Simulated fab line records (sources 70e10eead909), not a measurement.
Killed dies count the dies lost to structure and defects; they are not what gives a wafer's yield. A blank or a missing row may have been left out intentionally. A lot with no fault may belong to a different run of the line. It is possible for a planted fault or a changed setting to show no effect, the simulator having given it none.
Matching of chambers    flow nand_harc    NHARC_A_CHANNEL_HOLE_D1_ETCH_38 on rie_diel-10 has 4 sister chambers
The step etches the open film in CF4, target depth 39 nm, time 65 s. 16 wafers are shown with their chamber, then 8 later ones without.

== WAFERS, EACH WITH ITS CHAMBER ==
wafer   chamber  drypump_motor_current_A (A)  showerhead_plenum_p_Torr (Torr)  oes_product_au (a.u.)
L389.1  2        6.5                          1.82                             1.001
L389.5  3        5.0                          1.87                             1.002
L389.6  2        6.5                          1.82                             1.000
L390.2  3        5.0                          1.87                             1.009
L390.3  0        6.4                          1.81                             1.004
L390.6  2        6.5                          1.82                             0.998
L391.2  0        6.4                          1.81                             1.005
L391.4  1        5.1                          1.84                             0.993
L391.6  3        5.1                          1.87                             1.005
L401.1  2        6.4                          1.81                             1.007
L401.4  1        5.1                          1.84                             1.005
L401.5  1        5.1                          1.84                             0.998
L402.2  2        6.5                          1.81                             0.999
L402.4  0        6.4                          1.80                             1.007
L402.5  3        5.0                          1.87                             1.001
L405.1  1        5.1                          1.84                             1.000

SIGNATURES (averages over the wafers above)
reading                   chamber 0  chamber 1  chamber 2  chamber 3  scatter within a chamber
drypump_motor_current_A   6.400      5.100      6.480      5.025      0.0359
showerhead_plenum_p_Torr  1.8067     1.8400     1.8160     1.8700     0.00394
oes_product_au            1.00533    0.99900    1.00100    1.00425    0.00374
Rule: a wafer's distance from a chamber is the root of the sum, over the readings, of the square of ((its reading less the chamber's mean) divided by the reading's scatter). The wafer belongs to the nearest chamber; if the next one is less than 2 further off, it can't be placed. How the scatter is found: for the shown wafers, subtract from each reading the mean of its chamber, square and add these, divide the total by (wafers less chambers), then take the root.

== WAFERS WHOSE CHAMBER IS MISSING ==
wafer   drypump_motor_current_A (A)  showerhead_plenum_p_Torr (Torr)  oes_product_au (a.u.)
L405.5  5.1                          1.84                             1.014
L405.6  6.5                          1.81                             0.999
L409.3  5.0                          1.87                             1.011
L409.5  5.0                          1.87                             1.002
L409.6  6.5                          1.81                             1.007
L410.1  5.1                          1.84                             1.013
L410.3  6.4                          1.81                             1.013
L410.4  5.0                          1.87                             1.002

== WHICH CHAMBER EACH ONE RAN IN ==
wafer   from the rows above      in truth
L405.5  1                        1
L405.6  can't be placed: 2 or 0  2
L409.3  3                        3
L409.5  3                        3
L409.6  can't be placed: 2 or 0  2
L410.1  1                        1
L410.3  can't be placed: 0 or 2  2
L410.4  3                        3
Correct placement for 5 of the 8. From these rows, 3 cannot be placed; in 3 the true chamber is one of the candidates. Wrongly placed: 0.
